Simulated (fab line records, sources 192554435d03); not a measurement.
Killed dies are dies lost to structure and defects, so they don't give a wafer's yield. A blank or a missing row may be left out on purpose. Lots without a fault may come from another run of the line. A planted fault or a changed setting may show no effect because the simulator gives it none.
fab line records | flow n5_finfet
record lots=12 wafers=35 last_day=21
route steps=1938 shown PAD_METAL@1894 PASSIVATION@1905
lots that met no fault: from a run of the same line without faults
start_h: hours from the record's first day to the start of the lot's first wafer shown | wait_h: hours since the lot's step before | " the same as in the row above | L1.1+2: a row that stands for several wafers | - no value, or no start given | * or withheld: withheld | < > ~ a bound
route shown NAME@n: a module of which the file shows steps, and the number in the route of the first | usual: mean/standard deviation of fault-free wafers | same: alike in all rows | chamber/n: place in a boat | sites: the reading at each site | _std_site: their standard deviation | _edge_site: outer sites' mean less inner sites' | radius_mm: how far each site lies from the wafer's centre | mask NAME#n: copy n | behind: the tool/chamber that last shaped the wafer | hold: why the lot was held/for how many hours/how that ended | device: the transistor (n, p or np) that didn't switch | end of line: the same wafers' tests at the end of the route | a step without rows: its recipe alone | killed: dies lost to structure and defects at the first sort, not the wafer's yield | map: a wafer's dies, x killed, . not, _ none there
set.NAME: the setting as run; set.NAME@STEP: as run at that earlier step | model.NAME: the simulator's own value behind a step, which no gauge read
steps of the route over a sample of lots; a table a step, a row a wafer
services: from which hour (start_h, from the record's first day; less than 0 if before it) a tool's chamber was out of use, for how many hours, and why
## steps
# step N5_PASSIVATION_PRE_CLEAN_19
# recipe gas=H2/He time_s=* temp_c=*
# usual heater_power_w=437/41
# columns lot.wafer tool chamber start_h wait_h heater_power_w
L637.1 pvd_sputter-01 - 350.90 0.0 518
L637.4 " - " " 418
L637.6 " - " " 508
L640.2 pvd_sputter-01 - 361.46 0.0 435
L640.3 " - " " 517
L640.5 " - " " 407
L638.2 pvd_sputter-03 - 364.72 0.0 464
L638.4 " - " " 371
L639.2 pvd_sputter-02 - 365.03 0.0 480
L639.4 " - " " 426
L639.6 " - " " 385
L643.2 pvd_sputter-01 - 389.38 0.0 445
L643.4 " - " " 480
L643.5 " - " " 403
L642.4 pvd_sputter-03 - 404.34 0.0 382
L642.5 " - " " 452
L642.6 " - " " 423
L646.2 pvd_sputter-03 - 429.31 0.0 375
L646.3 " - " " 458
L646.6 " - " " 451
L647.1 pvd_sputter-03 - 429.73 0.0 374
L647.4 " - " " 460
L647.5 " - " " 448
L648.2 pvd_sputter-02 - 444.56 0.0 396
L648.3 " - " " 389
L648.4 " - " " 491
L650.1 pvd_sputter-02 - 462.03 0.0 413
L650.2 " - " " 387
L650.6 " - " " 425
L656.2 pvd_sputter-03 - 489.35 0.0 419
L656.3 " - " " 471
L656.6 " - " " 430
L660.4 pvd_sputter-01 - 500.64 0.0 475
L660.5 " - " " 416
L660.6 " - " " 437
# step N5_PASSIVATION_CD_MEAS_30
# recipe target_cd_nm=4000 landing_energy_ev=500 detector=se_inlens polarity=opening
# usual cd_nm=3998.7/2.4
# same landing_energy_ev=500
# columns lot.wafer tool chamber start_h wait_h cd_nm
L637.1 cd_sem-03 0 351.51 - 4003.1
L637.4 " 0 " " 3998.1
L637.6 " 0 " " 3999.0
L640.2 cd_sem-03 0 362.08 - 3998.7
L640.3 " 0 " " 3995.3
L640.5 " 0 " " 3995.9
L638.2 cd_sem-03 0 365.45 - 4006.3
L638.4 " 0 " " 4004.3
L639.2 cd_sem-02 0 365.78 - 3998.4
L639.4 " 0 " " 4000.2
L639.6 " 0 " " 3998.8
L643.2 cd_sem-03 0 389.99 - 3999.3
L643.4 " 0 " " 3998.3
L643.5 " 0 " " 4001.3
L642.4 cd_sem-01 0 404.96 - 3996.9
L642.5 " 0 " " 3997.4
L642.6 " 0 " " 3998.4
L646.2 cd_sem-02 0 430.05 - 3997.2
L646.3 " 0 " " 3996.4
L646.6 " 0 " " 3997.8
L647.1 cd_sem-01 0 430.47 - 3996.5
L647.4 " 0 " " 3998.6
L647.5 " 0 " " 3997.9
L648.2 cd_sem-01 0 445.17 - 3998.5
L648.3 " 0 " " 3999.2
L648.4 " 0 " " 3994.9
L650.1 cd_sem-02 0 462.64 - 3997.0
L650.2 " 0 " " 3998.7
L650.6 " 0 " " 3996.4
L656.2 cd_sem-02 0 489.97 - 3995.2
L656.3 " 0 " " 3997.6
L656.6 " 0 " " 3998.6
L660.4 cd_sem-01 0 501.23 - 3997.7
L660.5 " 0 " " 3998.3
L660.6 " 0 " " 3998.7
# step N5_PASSIVATION_DESCUM_32
# recipe chemistry=O2 time_s=7.9 source_power_w=50 bias_power_w=20 pressure_mtorr=20 rf_frequency_hz=2.712e+07 temp_c=40 o2_flow_sccm=225
# usual drypump_motor_current_A=5.68/0.18 o2_flow_sccm=225.0/0.64 oes_product_au=0.79/0.072 rf_vpp_V=242.7/1.2 showerhead_plenum_p_Torr=2.05/0.065 throttle_valve_pct=20.38/0.27
# columns lot.wafer tool chamber start_h wait_h drypump_motor_current_A o2_flow_sccm oes_product_au rf_hours_counter_h rf_vpp_V showerhead_plenum_p_Torr throttle_valve_pct
L637.1 rie_diel-01 3 351.60 0.0 5.87 225.3 0.86 46 242.0 2.02 19.93
L637.4 " 2 " " 5.63 225.8 0.69 222 243.5 2.06 20.86
L637.6 " 3 " " 5.86 225.6 0.86 - 242.8 2.02 19.91
L640.2 rie_diel-01 2 362.17 0.0 5.65 224.8 0.69 226 242.2 2.06 20.89
L640.3 " 3 " " 5.83 223.8 0.87 49 242.4 2.02 19.91
L640.5 " 3 " " 5.85 224.3 0.86 - 242.5 2.02 19.92
L638.2 rie_diel-01 3 365.54 0.0 5.82 223.8 0.87 50 242.6 2.02 19.93
L638.4 " 2 " " 5.64 224.6 0.71 227 244.4 2.06 20.89
L639.2 rie_diel-03 1 365.87 0.0 5.77 224.8 0.72 187 242.2 2.00 20.81
L639.4 " 2 " " 5.97 224.6 0.68 243 243.5 2.13 20.51
L639.6 " 0 " " 5.54 225.3 0.91 - 243.1 2.06 20.19
L643.2 rie_diel-03 0 390.07 0.0 5.52 224.8 0.92 18 242.4 2.06 20.24
L643.4 " 1 " " 5.78 224.8 0.72 195 241.8 2.00 20.83
L643.5 " 0 " " 5.51 225.4 0.91 - 243.6 2.06 20.24
L642.4 rie_diel-04 1 405.07 0.1 5.90 225.9 0.84 - 243.0 2.04 20.30
L642.5 " 0 " " 5.85 224.7 0.82 - 241.6 2.05 20.71
L642.6 " 2 " " 5.43 224.6 0.87 - 244.6 2.13 20.28
L646.2 rie_diel-01 3 430.14 0.0 5.88 225.5 0.83 76 242.9 2.01 19.96
L646.3 " 1 " " 5.55 224.3 0.75 153 243.4 2.15 20.43
L646.6 " 0 " " 5.76 225.5 0.75 - 242.9 1.98 20.41
L647.1 rie_diel-04 3 430.56 0.0 5.23 225.3 0.69 238 244.0 2.16 20.96
L647.4 " 1 " " 5.87 225.9 0.82 83 242.8 2.03 20.32
L647.5 " 3 " " 5.23 225.5 0.68 - 244.2 2.16 20.96
L648.2 rie_diel-04 1 445.29 0.1 5.88 225.1 0.81 89 241.1 2.03 20.33
L648.3 " 2 " " 5.40 224.7 0.84 69 243.3 2.13 20.31
L648.4 " 3 " " 5.23 225.6 0.68 244 244.2 2.15 20.97
L650.1 rie_diel-01 3 462.77 0.0 5.86 225.8 0.81 89 243.3 2.01 19.97
L650.2 " 0 " " 5.73 225.9 0.73 191 240.8 1.98 20.43
L650.6 " 1 " " 5.55 224.8 0.74 - 245.1 2.14 20.45
L656.2 rie_diel-03 0 490.05 0.0 5.53 224.1 0.83 62 241.5 2.05 20.30
L656.3 " 1 " " 5.77 225.2 0.69 229 240.3 1.98 20.87
L656.6 " 0 " " 5.51 223.8 0.83 - 242.2 2.05 20.28
L660.4 rie_diel-03 0 501.44 0.2 5.52 224.8 0.83 66 241.7 2.04 20.31
L660.5 " 0 " " 5.52 224.7 0.82 - 242.0 2.05 20.32
L660.6 " 3 " " 5.63 224.3 0.70 - 242.7 1.94 20.26
# step N5_PASSIVATION_CLEAN_69
# recipe chemistry=IPA time_s=180 temp_c=25
# columns lot.wafer tool chamber start_h wait_h
L637.1+4+6 wet_bench-03 4,5,6 352.67 0.0
L640.2+3+5 wet_bench-01 2,7,3 363.18 0.0
L638.2+4 wet_bench-02 0,7 366.58 0.0
L639.2+4+6 wet_bench-01 0,7,2 366.91 0.0
L643.2+4+5 wet_bench-03 3,4,2 391.13 0.0
L642.4+5+6 wet_bench-01 7,5,2 406.08 0.0
L646.2+3+6 wet_bench-03 6,0,4 431.14 0.0
L647.1+4+5 wet_bench-03 5,2,6 431.56 0.0
L648.2+3+4 wet_bench-01 5,6,4 446.32 0.0
L650.1+2+6 wet_bench-02 2,6,1 463.79 0.0
L656.2+3+6 wet_bench-02 2,3,0 491.06 0.0
L660.4+5+6 wet_bench-03 7,5,6 502.45 0.0
# step N5_PASSIVATION_PROBE_49
# usual defect_limited_yield=90.9/1.6 killed_at_M0_to_M3=37/11 killed_at_M4_up=15/5.6 killed_at_contacts=13/6.4 killed_at_front_end=39/11 killed_at_other=4/3.1 killed_dies=107/19 killed_on_rim=14/4.3 killed_open=71/14 killed_short=34/7.8 sort_bin_5_function=5.3/1 sort_bin_6_memory=3.4/0.72 sort_bin_8_speed=0.0/0.42 sort_n_pass=1072/20 sort_yield_pct=90.9/1.7
# same gross_dies=1180 killed_at_back_side=0 sort_bin_4_leakage[%]=0
# columns lot.wafer tool chamber start_h wait_h defect_limited_yield[%] killed_at_M0_to_M3 killed_at_M4_up killed_at_contacts killed_at_front_end killed_at_other killed_dies killed_on_rim killed_open killed_short sort_bin_5_function[%] sort_bin_6_memory[%] sort_bin_8_speed[%] sort_n_pass sort_yield_pct[%]
L647.1 prober-01 - 435.53 0.0 88.5 56 12 16 46 6 136 13 83 49 6.5 4.3 0 1044 88.5
L647.4 prober-01 - 435.68 0.2 91.1 33 14 10 41 7 105 22 62 39 5.4 3.2 0 1075 91.1
L647.5 prober-01 - 435.73 0.2 90.8 32 19 12 45 1 109 12 78 31 5.8 3.1 0 1071 90.8
L650.1 prober-01 - 467.93 0.0 92.6 35 6 11 31 4 87 9 50 37 4.1 3.3 0 1093 92.6
L650.2 prober-01 - 467.98 0.1 89.8 53 15 19 28 5 120 15 76 42 6.0 3.6 0 1060 89.8
L656.2 prober-02 - 494.88 0.1 85.6 67 14 36 47 6 170 23 121 48 9.0 4.8 0 1010 85.6
L656.3 prober-02 - 494.93 0.1 89.7 40 21 15 44 2 122 17 80 42 6.2 4.0 0 1058 89.7
L656.6 prober-02 - 495.08 0.3 85.9 38 21 22 29 56 166 32 82 29 9.1 3.3 0 1014 85.9
# killed by level:class
L647.1 MOL_CONTACT_COAG:geometric_particle:open=14 BEOL_M2:geometric_particle:open=14 FIN_SAQP:geometric_particle:short=13 BEOL_M3:geometric_particle:open=11 FIN_SAQP:geometric_particle:open=10 BEOL_M0_SAQP:geometric_particle:short=8 BEOL_M0_SAQP:geometric_particle:open=8 STI_FIN_REVEAL:geometric_particle:open=7
L647.4 FIN_SAQP:geometric_particle:short=15 MOL_CONTACT_COAG:geometric_particle:open=8 BEOL_M0_SAQP:geometric_particle:open=8 BEOL_M2:geometric_particle:open=8 FIN_SAQP:geometric_particle:open=6 BEOL_M0:geometric_particle:short=5 BEOL_M4:geometric_particle:open=5 BEOL_M5:geometric_particle:open=5
L647.5 STI_FIN_REVEAL:geometric_particle:open=19 BEOL_M2:geometric_particle:open=18 FIN_SAQP:geometric_particle:short=10 MOL_CONTACT_COAG:geometric_particle:open=10 BEOL_M4:geometric_particle:open=9 BEOL_M0_SAQP:geometric_particle:short=5 FIN_SAQP:geometric_particle:open=4 STI_FIN_REVEAL:geometric_particle:short=4
L650.1 MOL_CONTACT_COAG:geometric_particle:open=9 BEOL_M0_SAQP:geometric_particle:open=9 BEOL_M0_SAQP:geometric_particle:short=9 BEOL_M1:geometric_particle:open=8 FIN_SAQP:geometric_particle:short=7 FIN_SAQP:geometric_particle:open=5 GATE_CUT:geometric_particle:short=5 STI_FIN_REVEAL:geometric_particle:open=4
L650.2 BEOL_M1:geometric_particle:open=17 MOL_CONTACT_COAG:geometric_particle:open=15 BEOL_M0_SAQP:geometric_particle:short=9 BEOL_M0_SAQP:geometric_particle:open=8 BEOL_M4:geometric_particle:open=7 BEOL_M3:geometric_particle:open=6 BEOL_M1:geometric_particle:short=5 STI_FIN_REVEAL:geometric_particle:open=4
L656.2 MOL_CONTACT_COAG:geometric_particle:open=31 BEOL_M0_SAQP:geometric_particle:open=16 BEOL_M0_SAQP:geometric_particle:short=14 BEOL_M1:geometric_particle:open=13 BEOL_M2:geometric_particle:open=13 DUMMY_GATE:geometric_particle:open=9 FIN_SAQP:geometric_particle:short=8 STI_FIN_REVEAL:geometric_particle:open=8
L656.3 BEOL_M0_SAQP:geometric_particle:short=13 MOL_CONTACT_COAG:geometric_particle:open=13 BEOL_M0_SAQP:geometric_particle:open=13 GATE_CUT:geometric_particle:short=10 FIN_SAQP:geometric_particle:open=8 STI_FIN_REVEAL:geometric_particle:open=8 BEOL_M4:geometric_particle:open=8 BEOL_M2:geometric_particle:open=5
L656.6 PASSIVATION:unspecified=55 MOL_CONTACT_COAG:geometric_particle:open=18 BEOL_M0_SAQP:geometric_particle:open=12 BEOL_M4:geometric_particle:open=11 DUMMY_GATE:geometric_particle:open=9 FIN_SAQP:geometric_particle:open=8 BEOL_M0_SAQP:geometric_particle:short=8 BEOL_M2:geometric_particle:open=5
## services
# columns tool chamber start_h hours kind
rie_diel-04 2 332.82 4.0 repair
rie_diel-03 2 390.73 - clean
rie_diel-03 2 390.73 - consumable_replace:focus_ring
rie_diel-03 2 390.73 25.9 scheduled_down
rie_diel-03 2 390.73 25.9 vent_cycle
rie_diel-01 0 394.03 3.4 repair
rie_diel-04 3 403.00 26.1 repair
rie_diel-01 1 409.37 8.5 repair
rie_diel-03 1 417.77 8.0 repair
rie_diel-01 2 426.22 - clean
rie_diel-01 2 426.22 - consumable_replace:focus_ring
rie_diel-01 2 426.22 24.0 scheduled_down
rie_diel-01 2 426.22 24.0 vent_cycle
rie_diel-03 2 439.39 1.4 repair
pvd_sputter-02 - 472.31 0.6 repair
rie_diel-04 3 476.30 4.0 repair
pvd_sputter-01 - 481.99 1.0 repair
wet_bench-02 - 486.10 0.5 repair
pvd_sputter-02 - 499.08 2.0 repair
## key
first_sign step=N5_PASSIVATION_PROBE_49 reading=killed_at_other direction=up sigmas=17 usual=4 struck=56
effect step=N5_PASSIVATION_PROBE_49 reading=defect_limited_yield direction=down sigmas=3.1 usual=90.9 struck=85.9
more_kills_born_at N5_PASSIVATION_CLEAN_69@wet_bench-02=55
met_at N5_PASSIVATION_CLEAN_69
struck_lots L656
struck_wafers L656.6
not_acting_at N5_PASSIVATION_PRE_CLEAN_19,N5_PASSIVATION_CD_MEAS_30,N5_PASSIVATION_DESCUM_32
onset_between 366.58 491.06
fault kind=chamber_particle_source tool=wet_bench-02 chamber=0 onset_h=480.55 steps=N5_PASSIVATION_CLEAN_69 rate_per_visit_cm2=0.54344 end_h=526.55
